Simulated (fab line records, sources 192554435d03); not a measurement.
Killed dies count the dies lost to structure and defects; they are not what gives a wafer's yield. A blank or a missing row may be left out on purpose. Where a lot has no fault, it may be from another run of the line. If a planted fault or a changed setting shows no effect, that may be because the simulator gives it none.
A single fault, viewed from 2 desks	flow n5_finfet	each desk holds nothing but its own numbers, with what lay behind them at the end

== DESK OF THE TOOL OWNER: cvd_co-01 ==
The tool's own readings at N5_BEOL_M4_CO_CAP_55 (material Co, precursor CCTBA/H2, target thk 2 nm, time 102.1 s): means of the sampled wafers that have a number, for each lot that ran on this tool. Any lot whose mean is over 4 standard deviations away from the usual mean is out of limits and marked OUT; that distance is given in the brackets.
Columns: A = heater_power_w at N5_BEOL_M4_CO_CAP_55, usual 224 W; B = run_length_s at N5_BEOL_M4_CO_CAP_55, usual 125.0 s
lot	first seen here	A	B
L218	day 8 09:54	225	125.1
L228	day 11 12:03	228	125.1
L235	day 12 10:59	238	150.9 (+52) OUT
L233	day 12 15:23	231	177.4 (+99 or more) OUT
L236	day 13 09:41	250	151.7 (+53) OUT
Finding of this desk: L233, L235, L236 out of limits; the first was L235 at day 12 10:59, on run_length_s at N5_BEOL_M4_CO_CAP_55. Within limits: L218, L228.

== THE METROLOGY DESK ==
Means of the sampled wafers that have a number, per lot and without regard to the tool the lot ran on: this is what the gauges read. Any lot whose mean is over 4 standard deviations away from the usual mean is out of limits and marked OUT; that distance is given in the brackets. It has 11 readings; the 7 that lie furthest out on some lot are the ones shown.
Columns: A = DIBL_N at N5_BEOL_M4_RC_MEAS_101, usual 36.1 mV/V; B = DIBL_P at N5_BEOL_M4_RC_MEAS_101, usual 35.9 mV/V; C = IOFF_N at N5_BEOL_M4_RC_MEAS_101, usual 0.154 nA/um; D = ION_N at N5_BEOL_M4_RC_MEAS_101, usual 673 uA/um; E = SS_N at N5_BEOL_M4_RC_MEAS_101, usual 71.6 mV/dec; F = SS_P at N5_BEOL_M4_RC_MEAS_101, usual 73.2 mV/dec; G = VT_N at N5_BEOL_M4_RC_MEAS_101, usual 250.5 mV
lot	first seen here	A	B	C	D	E	F	G
L218	day 8 09:49	36.5	38.0	0.158	672	72.1	73.6	250.9
L224	day 9 14:54	34.7	35.0	0.149	677	71.4	73.4	250.1
L227	day 11 09:11	35.9	35.5	0.151	679	71.6	73.6	249.8
L228	day 11 11:58	31.6	31.2	0.104	659	70.8	72.1	255.3
L235	day 12 10:52	35.9	35.1	0.145	675	72.2	72.8	252.2
L233	day 12 15:17	35.1	35.5	0.128	670	71.2	72.9	251.6
L236	day 13 09:37	37.8	39.0	0.192	686	71.5	73.9	247.4
Finding of this desk: none of the 7 lots has anything out of limits.

== PUT TOGETHER ==
At day 12 10:59, on L233, L235, L236, the tool owner's desk was in a position to raise an alarm.
At the metrology desk, nothing out of limits was observed.
The metrology desk holds a record of L233, L235, L236, inside its limits.
Of the lots named, all ran N5_BEOL_M4_CO_CAP_55 on cvd_co-01.

== WHAT THE SIMULATOR PUT IN ==
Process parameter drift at N5_BEOL_M4_CO_CAP_55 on cvd_co-01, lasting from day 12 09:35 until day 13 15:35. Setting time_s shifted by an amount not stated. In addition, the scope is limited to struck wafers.
Struck lots among those shown: L233, L235, L236.
Each desk's first reading out of limits, in hours after the fault started: the tool owner's desk, 1.
